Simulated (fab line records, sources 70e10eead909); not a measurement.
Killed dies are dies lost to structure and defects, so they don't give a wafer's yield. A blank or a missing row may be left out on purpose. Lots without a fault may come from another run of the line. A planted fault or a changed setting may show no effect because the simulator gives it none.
Struck lot and sound lot, side by side :: flow nand harc :: 14 out of 1159 route steps
Sound: the wafers L255.1, L255.4, L255.5. Wafers struck: L266.2, L266.4, L266.6. The cause is named last.
For every step that has rows: the tool of each side, followed by ch and its chambers, followed by its first start. Under that, the readings that differ: sound wafers :: struck wafers :: difference of the means :: sigmas: that difference in standard deviations of wafers without a fault.
alike: readings whose means differ by less than 2 such deviations, and words and numbers that are the same on both sides. not compared: withheld readings, readings that some wafer has no value for, bounds like >300 that may hide the same value, and numbers for which the record gives no deviation and whose values overlap.
Wherever a step has rows on one side only, a row that says differs or no value, or a row with sigmas, the two part there. When numbers do not overlap yet have no deviation, they are printed without sigmas and do not part them. Lack of a reading on every wafer of one side parts them only where that side has two or more wafers.

NHARC_P_M0_CMP_23: polishes, t overpolish 20 s, target thk 117.53 nm.
  sound on cmp-03 ch 0,1,3, day 7 17:47; struck on cmp-01 ch 0,2,3, day 10 10:35
reading: time to endpoint s (s)
sound: 33.7 30.5 33.8
struck: 29.3 28.0 26.3
difference: -4.8
sigmas: -3
  alike: motor current A, slurry flow ml min
NHARC_P_M0_THK_MEAS_24: measures by xrf.
  sound on film metro-01, day 7 18:04; struck on film metro-01, day 10 10:53
  alike: thk nm
after that, 1 step had no rows for these wafers: NHARC_P_M0_SRD_25.
NHARC_P_M0_INSPECT_27:
  sound on defect inspect-01, day 7 18:14; struck on defect inspect-02, day 10 11:02
  alike: raw defect count
NHARC_P_M0_PRE_CLEAN_31: time 12 s.
  sound on pecvd-03 ch 1,2, day 7 18:17; struck on pecvd-02 ch 0,1, day 10 11:06
  alike: heater power w
NHARC_P_M0_DEP_32: deposits SiCN, target thk 30 nm.
  sound on pecvd-03 ch 1,2, day 7 18:22; struck on pecvd-02 ch 0,1, day 10 11:11
  alike: heater power w
then, 5 steps without rows for these wafers: NHARC_P_M1_DEP_00 (deposits SiOC, target thk 182.5 nm); NHARC_P_M1_DEHYDRATE_01 (time 120 s); NHARC_P_M1_HMDS_02 (time 30 s); NHARC_P_M1_COAT_34 (time 65 s); NHARC_P_M1_COAT_03 (resist thk 90 nm).
NHARC_P_M1_SOFTBAKE_04: time 55 s.
  sound on litho track-06 ch 0, day 7 19:00; struck on litho track-04 ch 0, day 10 12:00
reading: heater power total W (W)
sound: 188.40 188.37 188.35
struck: 179.61 179.78 179.51
difference: -8.74
sigmas: -62
after that, 1 step had no rows for these wafers: NHARC_P_M1_EBR_05.
NHARC_END_SORT_01:
  the record has rows for the sound wafers here (prober-01 ch 0, day 20 20:53) and none for the struck ones

WHERE THEY PART
At NHARC_P_M0_CMP_23 first; at NHARC_END_SORT_01 last (within this record only).

WHY: what had been put in by the simulator
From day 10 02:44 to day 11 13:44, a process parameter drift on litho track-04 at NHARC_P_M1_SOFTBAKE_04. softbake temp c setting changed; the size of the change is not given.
